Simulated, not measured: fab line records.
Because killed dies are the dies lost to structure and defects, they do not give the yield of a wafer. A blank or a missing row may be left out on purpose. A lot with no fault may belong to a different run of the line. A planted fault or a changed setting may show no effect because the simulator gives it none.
Matching of chambers / flow n5Finfet / N5_HKMG_FIN_PWFM_ALD_03 on aldMetal-02 has 4 sister chambers
The step deposits TiN, target thk 2 nm, pulse time 1 s, purge time 3 s. 4 wafers are shown with their chamber, then 9 later ones without.

WAFERS WITH THEIR CHAMBER
wafer=L079.2; chamber=3; heaterPowerW (W)=706
wafer=L079.3; chamber=1; heaterPowerW (W)=752
wafer=L081.1; chamber=2; heaterPowerW (W)=931
wafer=L081.6; chamber=0; heaterPowerW (W)=830

WAFERS WITHOUT THEIR CHAMBER
wafer=L083.3; heaterPowerW (W)=947
wafer=L083.4; heaterPowerW (W)=716
wafer=L083.5; heaterPowerW (W)=941
wafer=L087.1; heaterPowerW (W)=755
wafer=L087.5; heaterPowerW (W)=756
wafer=L087.6; heaterPowerW (W)=819
wafer=L093.1; heaterPowerW (W)=822
wafer=L093.2; heaterPowerW (W)=930
wafer=L093.5; heaterPowerW (W)=723

CHAMBER TAKEN BY EACH
wafer=L083.3; from the rows above=2; in truth=2
wafer=L083.4; from the rows above=3; in truth=3
wafer=L083.5; from the rows above=2; in truth=2
wafer=L087.1; from the rows above=1; in truth=1
wafer=L087.5; from the rows above=1; in truth=1
wafer=L087.6; from the rows above=0; in truth=0
wafer=L093.1; from the rows above=0; in truth=0
wafer=L093.2; from the rows above=2; in truth=2
wafer=L093.5; from the rows above=can't be placed: 3 or 1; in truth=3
8 of 9 placed correctly. Cannot be placed on the basis of these rows: 1; the candidates contain the true chamber in 1. Placed wrongly: 0.
How it was worked out, from the rows above alone: a wafer's distance from a chamber is the root of the sum, over the readings, of the square of ((its reading less the chamber's mean) divided by the reading's scatter). The wafer belongs to the nearest chamber; if the next one is less than 2 further off, it can't be placed. The mean given for a chamber averages the wafers shown for that chamber. The scatter: root of mean squared gap, hidden wafer to nearest shown wafer, with one shown wafer a chamber.
